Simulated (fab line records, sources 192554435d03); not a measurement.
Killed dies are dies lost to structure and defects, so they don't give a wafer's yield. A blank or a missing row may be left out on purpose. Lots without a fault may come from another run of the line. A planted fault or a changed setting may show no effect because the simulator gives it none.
Chamber matching | flow n5_finfet | N5_BEOL_M8_DESCUM_33 on rie_diel-02: 4 sister chambers
The step chemistry O2, time 7 s. 18 wafers are shown with their chamber, then 9 later ones without.

WAFERS WITH THEIR CHAMBER
wafer  | chamber | drypump_motor_current_A (A) | showerhead_plenum_p_Torr (Torr) | throttle_valve_pct (%)
L074.4 | 0       | 5.9                         | 2.12                            | 20.02
L074.5 | 1       | 5.6                         | 2.12                            | 20.22
L074.6 | 2       | 5.8                         | 2.23                            | 20.46
L075.2 | 1       | 5.6                         | 2.12                            | 20.22
L075.3 | 2       | 5.7                         | 2.23                            | 20.47
L075.4 | 0       | 5.8                         | 2.12                            | 20.02
L078.1 | 3       | 4.7                         | 2.02                            | 20.51
L078.2 | 1       | 5.6                         | 2.12                            | 20.23
L078.4 | 0       | 5.8                         | 2.11                            | 20.01
L080.1 | 1       | 5.6                         | 2.12                            | 20.24
L080.5 | 2       | 5.7                         | 2.22                            | 20.48
L080.6 | 1       | 5.6                         | 2.12                            | 20.25
L083.1 | 2       | 5.8                         | 2.22                            | 20.50
L083.2 | 0       | 5.8                         | 2.11                            | 20.06
L083.5 | 2       | 5.8                         | 2.22                            | 20.49
L086.1 | 1       | 5.6                         | 2.11                            | 20.26
L086.3 | 0       | 5.8                         | 2.10                            | 20.10
L086.4 | 1       | 5.6                         | 2.11                            | 20.26

SIGNATURES (means of the wafers above)
reading                  | chamber 0 | chamber 1 | chamber 2 | chamber 3 | scatter within a chamber
drypump_motor_current_A  | 5.820     | 5.600     | 5.760     | 4.700     | 0.0378
showerhead_plenum_p_Torr | 2.1120    | 2.1171    | 2.2240    | 2.0200    | 0.00623
throttle_valve_pct       | 20.0420   | 20.2400   | 20.4800   | 20.5100   | 0.0246
Rule: a wafer's distance from a chamber is the root of the sum, over the readings, of the square of ((its reading less the chamber's mean) divided by the reading's scatter). The wafer belongs to the nearest chamber; if the next one is less than 2 further off, it can't be placed. The scatter: the root of (the sum of the squares of (reading less its chamber's mean) over the shown wafers, divided by (wafers less chambers)).

WAFERS WITHOUT THEIR CHAMBER
wafer  | drypump_motor_current_A (A) | showerhead_plenum_p_Torr (Torr) | throttle_valve_pct (%)
L090.1 | 5.6                         | 2.11                            | 20.29
L090.2 | 5.9                         | 2.10                            | 20.09
L090.3 | 4.7                         | 2.01                            | 20.57
L090.4 | 5.6                         | 2.11                            | 20.27
L090.5 | 5.8                         | 2.10                            | 20.11
L090.6 | 4.7                         | 2.01                            | 20.56
L093.1 | 5.8                         | 2.10                            | 20.10
L093.3 | 4.7                         | 2.01                            | 20.57
L093.5 | 5.8                         | 2.10                            | 20.09

WHICH CHAMBER EACH WENT THROUGH
wafer  | from the rows above | in truth
L090.1 | 1                   | 1
L090.2 | 0                   | 0
L090.3 | 3                   | 3
L090.4 | 1                   | 1
L090.5 | 0                   | 0
L090.6 | 3                   | 3
L093.1 | 0                   | 0
L093.3 | 3                   | 3
L093.5 | 0                   | 0
Placed correctly: 9 of 9. Can't be placed from these rows: 0. Placed wrongly: 0.
